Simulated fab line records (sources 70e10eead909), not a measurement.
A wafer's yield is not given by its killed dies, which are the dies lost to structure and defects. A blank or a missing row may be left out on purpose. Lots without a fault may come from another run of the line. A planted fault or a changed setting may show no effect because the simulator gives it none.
Code-filled problem report in 8D (eight disciplines) form    flow nand-harc    the parts of the form that need people (team, actions taken, sign-off) are left out

== 1. WHAT IS WRONG ==
At NHARC_END_SORT_01, killed-at-array averages 183 over 3 wafers from 2 lots, while fault-free wafers read 65, standard deviation 19. That puts it +6.2 standard deviations away from the usual mean.
The first sign was on wafer L758.1 at day 30 18:44, on prober-02. The record has a number at this step for 6 wafers belonging to 2 lots. Rule for "out" (also "out of limits"): further than 4 standard deviations from the usual mean. The rest of the wafers with a number are treated as sound.

== 2. WHAT IT IS AND WHAT IT IS NOT ==
question                     is                            is not
which readings at this step  killed-at-array, killed-dies  killed-at-other, killed-at-periphery, killed-open, killed-short
which lots                   L758, L760                    -
which wafers of those lots   L758.1, L760.3, L760.5        L758.5, L758.6, L760.6
read on which gauges         prober-01, prober-02          -
when                         from day 30 18:44             up to then (0 sound wafers); but 3 sound wafers of L758, L760 came after

== 3. WHAT RULES OUT EACH SUSPECT ==
Counting: a tool at a process step up to the reading stays a suspect if it ran every lot that is out. Sound lots after the first of them don't rule it out here, since some wafers of a struck lot are sound.
- the gauge at NHARC_END_SORT_01: ruled out. The wafers that are out were read on 2 gauges (prober-01, prober-02).
- rie-diel-05 at NHARC_A_CONTACT_ETCH_50 (etches the open film in CF4/CHF3, target depth 121 nm, time 60.5 s): kept. It ran every lot that is out, first L758 (day 27 09:01). On those wafers its own readings are out: oes-product-au.
- Within rie-diel-05 at NHARC_A_CONTACT_ETCH_50: the wafers that are out ran in chamber 0; their sound lot-mates ran in chambers 1, 2, 3.
The count leaves rie-diel-05 at NHARC_A_CONTACT_ETCH_50.

== 4. THE CAUSE (what the simulator had put in) ==
rie-diel-05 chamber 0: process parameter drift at NHARC_A_CONTACT_ETCH_50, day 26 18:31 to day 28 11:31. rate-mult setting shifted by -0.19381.
After counting, this tool was the only one left.

== 5. THE EFFECT CHAIN, in route order ==
One row per reading whose mean, taken over the struck wafers that have a number, lies over 3 standard deviations from the usual. Only readings whose record carries a usual standard deviation are examined. hours: median over the lots of the time between each lot's start at the first step of this table that gives one and its start at this step. sigmas: the change, counted in usual standard deviations.
hours  step                     reading          usual       on struck wafers  change  sigmas
0      NHARC_A_CONTACT_ETCH_50  oes-product-au   0.960 a.u.  0.839             -0.121  -7.6
77     NHARC_END_SORT_01        killed-at-array  65          183               +118    +6.2
77     NHARC_END_SORT_01        killed-dies      69          186               +117    +6.2
Here are the process steps it includes:
- NHARC_A_CONTACT_ETCH_50: etches the open film in CF4/CHF3, target depth 121 nm, time 60.5 s.

== 6. HOW IT WOULD HAVE BEEN CAUGHT EARLIER ==
96 hours passed between the start of the fault at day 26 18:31 and the first reading out of limits at a measuring or inspecting step in this record, taken at day 30 18:44.
Tool's own readings at NHARC_A_CONTACT_ETCH_50, oes-product-au: out on all struck wafers the step has rows for; an alarm limit on them would have tripped on the first.
Each of the lots that are out, 2 in all, had begun NHARC_A_CONTACT_ETCH_50 on rie-diel-05 no later than day 30 18:44. Tool hold at that time: it would have spared none of them.
